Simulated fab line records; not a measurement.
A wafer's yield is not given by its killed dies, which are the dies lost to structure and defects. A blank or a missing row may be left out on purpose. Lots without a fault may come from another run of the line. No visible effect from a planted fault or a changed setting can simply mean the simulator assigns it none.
Comparing a struck lot with a sound one + flow nand-harc + 12 out of 1159 route steps
Sound: these wafers, L949.1, L949.3, L949.6. The struck wafers were L944.1, L944.2. At the end, the cause is stated.
For every step that has rows: the tool of each side, followed by ch and its chambers, followed by its first start. Under that, the readings that differ: sound wafers + struck wafers + difference of the means + sigmas: that difference in standard deviations of wafers without a fault.
alike: a reading whose means differ by less than 2 such deviations, as well as words and numbers matching on both sides. not compared: withheld readings; readings where some wafer has no value; bounds like >300 that might hide an equal value; numbers whose values overlap and for which the record gives no deviation.
A row with sigmas, a row that says differs or no value, or rows on one side alone: a step with any of these is where the two part. Numbers that have no deviation but don't overlap get no sigmas and don't part them. A reading missing from all wafers of one side parts the sides only when that side holds two or more wafers.

first, 1 step without rows for these wafers: NHARC_A_SLIT_SRD_20.
NHARC_A_SLIT_CD_MEAS_21:
  sound on cd-sem-02 at day 18 17:52; struck on cd-sem-01 at day 17 04:22
  alike: cd-nm
then, 3 steps without rows for these wafers: NHARC_A_SIN_REMOVE_WET_00 (chemistry H3PO4, time 15300 s); NHARC_A_SIN_REMOVE_PRECLEAN_01 (cleans in SC1); NHARC_A_SIN_REMOVE_SRD_02.
NHARC_A_SIN_REMOVE_INSPECT_04:
  sound on defect-inspect-01 at day 19 01:30; struck on defect-inspect-01 at day 17 09:38
  alike: raw-defect-count
NHARC_A_WL_FILL_ALD_00: deposits Al2O3, target thk 3 nm, pulse time 3 s, ald cycles 30.
  sound on ald-hk-03 ch 0,1,3, day 19 01:34; struck on ald-hk-03 ch 1,3, day 17 10:50
  alike: heater-power-w, precursor-pulse-height-rel
NHARC_A_WL_FILL_RTA_01: time 5 s.
  sound on rtp-anneal-02 ch 0, day 19 01:56; struck on rtp-anneal-02 ch 0, day 17 11:19
  alike: anneal-temp-c-max, lamp-power-pct, lamp_zone_5_pct, lamp_zone_6_pct, wafer_temp_C_max
NHARC_A_WL_FILL_ALD_02: deposits TiN, target thk 2 nm, pulse time 3 s, ald cycles 100.
  sound on ald-metal-03 ch 0,2,3, day 19 02:13; struck on ald-metal-02 ch 0,3, day 17 11:32
  alike: heater-power-w, precursor-pulse-height-rel
NHARC_A_WL_FILL_CVD_03: deposits W, target thk 40 nm, time 3302 s.
  sound on cvd-w-02 ch 0, day 19 03:03; struck on cvd-w-01 ch 0,1, day 17 16:38
| reading            | sound       | struck  | difference | sigmas |
|--------------------|-------------|---------|------------|--------|
| heater-power-w (W) | 477 488 480 | 452 458 | -27        | -2     |
  alike: mfc-wf6-sccm, throttle-valve-pct
NHARC_A_WL_FILL_ETCHBACK_04: etches the open film in NF3, target depth 60 nm, time 120 s.
  sound on rie-metal-03 ch 0,1, day 19 05:56; struck on rie-metal-02 ch 0,1, day 17 19:55
| reading               | sound             | struck      | difference | sigmas |
|-----------------------|-------------------|-------------|------------|--------|
| oes-product-au (a.u.) | 1.022 0.994 1.003 | 0.783 0.780 | -0.225     | -20    |
  alike: drypump-motor-current-A
  not compared: rf-hours-counter-h
NHARC_A_WL_FILL_ETCHBACK_05: etches the open film in Cl2/BCl3, target depth 22 nm, time 60 s.
  sound on rie-metal-03 ch 0, day 19 06:09; struck on rie-metal-02 ch 0,1, day 17 20:09
  alike: drypump-motor-current-A, oes-product-au
  not compared: rf-hours-counter-h

== WHERE THEY PART ==
At NHARC_A_WL_FILL_CVD_03 first; at NHARC_A_WL_FILL_ETCHBACK_04 last (within this record only). Later steps at which nothing parts them and some readings are alike: NHARC_A_WL_FILL_ETCHBACK_05.

WHY: whatever the simulator had introduced
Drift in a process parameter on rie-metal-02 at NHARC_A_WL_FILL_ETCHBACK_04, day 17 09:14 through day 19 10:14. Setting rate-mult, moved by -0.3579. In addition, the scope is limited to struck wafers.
